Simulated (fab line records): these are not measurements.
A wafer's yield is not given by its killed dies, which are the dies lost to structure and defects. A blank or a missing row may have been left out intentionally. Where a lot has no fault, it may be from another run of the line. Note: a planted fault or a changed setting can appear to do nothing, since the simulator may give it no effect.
Matching of chambers	flow nandHarc	NHARC_A_CHANNEL_FILL_D1_ALD_16 on aldHk-01 has 4 sister chambers
The step deposits SiO2, target thk 1.5 nm, pulse time 10 s, ald cycles 15. 4 wafers are shown with their chamber, then 9 later ones without.

== EACH WAFER AND ITS CHAMBER ==
wafer	chamber	heaterPowerW (W)
L088.1	3	484
L089.1	1	492
L089.2	2	449
L089.4	0	509

== WAFERS WITHOUT THEIR CHAMBER ==
wafer	heaterPowerW (W)
L092.1	482
L092.3	443
L092.5	477
L091.1	474
L091.2	508
L091.5	433
L097.1	478
L097.2	494
L097.4	489

== THE CHAMBER EACH PASSED THROUGH ==
wafer	from the rows above	in truth
L092.1	can't be placed: 3 or 1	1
L092.3	2	2
L092.5	can't be placed: 3 or 1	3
L091.1	can't be placed: 3 or 1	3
L091.2	0	0
L091.5	2	2
L097.1	can't be placed: 3 or 1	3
L097.2	can't be placed: 1 or 3 or 0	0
L097.4	can't be placed: 1 or 3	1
3 of 9 placed correctly. Not placeable from these rows: 6 (in 6, the candidates include the true chamber). Number placed wrongly: 0.
How it was worked out, from the rows above alone: a wafer's distance from a chamber is the root of the sum, over the readings, of the square of ((its reading less the chamber's mean) divided by the reading's scatter). If the next closest chamber is less than 2 further off than the closest, the wafer can't be placed; otherwise it belongs to the closest. Each chamber's mean is taken over the wafers shown for it. The scatter: root of mean squared gap, hidden wafer to nearest shown wafer, with one shown wafer a chamber.
